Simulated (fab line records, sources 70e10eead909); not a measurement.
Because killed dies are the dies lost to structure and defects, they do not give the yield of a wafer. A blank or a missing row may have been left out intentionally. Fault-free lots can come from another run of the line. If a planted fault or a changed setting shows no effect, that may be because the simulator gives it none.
Matching of chambers || flow nand_harc || 3 sister chambers for NHARC_A_STAIRCASE_DEP_417 on pecvd-02
The step deposits Si3N4, target thk 60 nm. 3 wafers are shown with their chamber, then 9 later ones without.

== WAFERS WITH THEIR CHAMBER ==
{"wafer": "L088.1", "chamber": 2, "heater_power_w (W)": 700}
{"wafer": "L087.5", "chamber": 0, "heater_power_w (W)": 572}
{"wafer": "L087.6", "chamber": 1, "heater_power_w (W)": 651}

== WAFERS WITHOUT THEIR CHAMBER ==
{"wafer": "L089.2", "heater_power_w (W)": 678}
{"wafer": "L089.4", "heater_power_w (W)": 768}
{"wafer": "L089.6", "heater_power_w (W)": 660}
{"wafer": "L091.1", "heater_power_w (W)": 542}
{"wafer": "L091.3", "heater_power_w (W)": 611}
{"wafer": "L091.4", "heater_power_w (W)": 713}
{"wafer": "L091.2", "heater_power_w (W)": 704}
{"wafer": "L091.5", "heater_power_w (W)": 547}
{"wafer": "L091.6", "heater_power_w (W)": 603}

== THE CHAMBER EACH PASSED THROUGH ==
{"wafer": "L089.2", "from the rows above": "can't be placed: 2 or 1", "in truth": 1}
{"wafer": "L089.4", "from the rows above": "can't be placed: 2 or 1", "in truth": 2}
{"wafer": "L089.6", "from the rows above": "can't be placed: 1 or 2", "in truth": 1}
{"wafer": "L091.1", "from the rows above": 0, "in truth": 0}
{"wafer": "L091.3", "from the rows above": "can't be placed: 0 or 1 or 2", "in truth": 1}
{"wafer": "L091.4", "from the rows above": "can't be placed: 2 or 1", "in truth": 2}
{"wafer": "L091.2", "from the rows above": "can't be placed: 2 or 1", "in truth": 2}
{"wafer": "L091.5", "from the rows above": 0, "in truth": 0}
{"wafer": "L091.6", "from the rows above": "can't be placed: 0 or 1", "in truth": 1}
2 of 9 placed correctly. Cannot be placed on the basis of these rows: 7; the candidates contain the true chamber in 7. Placed wrongly: 0.
How it was worked out, from the rows above alone: a wafer's distance from a chamber is the root of the sum, over the readings, of the square of ((its reading less the chamber's mean) divided by the reading's scatter). If the next closest chamber is less than 2 further off than the closest, the wafer can't be placed; otherwise it belongs to the closest. A chamber's mean is the mean of its shown wafers. The scatter (one wafer shown for each chamber): square how far every hidden wafer sits from the nearest shown wafer, average those squares and take the square root.
